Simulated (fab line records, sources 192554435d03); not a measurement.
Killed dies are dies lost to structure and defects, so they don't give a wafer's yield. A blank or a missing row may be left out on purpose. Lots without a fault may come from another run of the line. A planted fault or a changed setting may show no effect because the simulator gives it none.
Chamber matching | flow n5_finfet | N5_STI_FIN_REVEAL_CMP_04 on cmp-04: 4 sister chambers
The step polishes, stops on Si3N4, t overpolish 4 s, target thk 131.83 nm. 16 wafers are shown with their chamber, then 8 later ones without.

WAFERS WITH THEIR CHAMBER
wafer  | chamber | time_to_endpoint_s (s) | motor_current_A (A) | overpolish_run_s (s)
L077.1 | 1       | 104                    | 9.1                 | 4.005
L077.4 | 0       | 121                    | 7.9                 | 3.998
L077.6 | 1       | 102                    | 9.4                 | 4.006
L079.1 | 1       | 102                    | 8.8                 | 4.003
L079.2 | 2       | 101                    | 6.8                 | 3.992
L079.3 | 3       | 103                    | 8.3                 | 3.996
L080.3 | 1       | 101                    | 9.4                 | 3.992
L080.4 | 0       | 120                    | 8.6                 | 3.995
L080.5 | 2       | 101                    | 7.4                 | 3.991
L086.1 | 3       | 114                    | 8.2                 | 3.984
L086.3 | 2       | 110                    | 6.7                 | 3.991
L086.5 | 2       | 111                    | 7.1                 | 4.007
L088.1 | 0       | 123                    | 9.0                 | 4.002
L088.2 | 2       | 108                    | 6.8                 | 3.989
L088.5 | 3       | 109                    | 7.9                 | 4.004
L089.1 | 3       | 108                    | 8.7                 | 3.986

SIGNATURES (means of the wafers above)
reading            | chamber 0 | chamber 1 | chamber 2 | chamber 3 | scatter within a chamber
time_to_endpoint_s | 121.33    | 102.25    | 106.20    | 108.50    | 3.71
motor_current_A    | 8.500     | 9.175     | 6.960     | 8.275     | 0.357
overpolish_run_s   | 3.99833   | 4.00150   | 3.99400   | 3.99250   | 0.00721
Rule: a wafer's distance from a chamber is the root of the sum, over the readings, of the square of ((its reading less the chamber's mean) divided by the reading's scatter). The wafer belongs to the nearest chamber; if the next one is less than 2 further off, it can't be placed. The scatter: the root of (the sum of the squares of (reading less its chamber's mean) over the shown wafers, divided by (wafers less chambers)).

WAFERS WITHOUT THEIR CHAMBER
wafer  | time_to_endpoint_s (s) | motor_current_A (A) | overpolish_run_s (s)
L089.4 | 107                    | 7.1                 | 4.020
L089.6 | 104                    | 8.5                 | 3.991
L092.1 | 122                    | 8.4                 | 4.006
L092.4 | 102                    | 6.9                 | 4.007
L092.6 | 104                    | 6.8                 | 3.990
L094.1 | 107                    | 7.1                 | 3.993
L094.2 | 129                    | 8.7                 | 4.010
L094.5 | 128                    | 8.2                 | 4.004

WHICH CHAMBER EACH WENT THROUGH
wafer  | from the rows above     | in truth
L089.4 | can't be placed: 2 or 3 | 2
L089.6 | can't be placed: 3 or 1 | 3
L092.1 | 0                       | 0
L092.4 | 2                       | 2
L092.6 | 2                       | 2
L094.1 | 2                       | 2
L094.2 | 0                       | 0
L094.5 | 0                       | 0
Placed correctly: 6 of 8. Can't be placed from these rows: 2 (the true chamber is among the candidates in 2). Placed wrongly: 0.
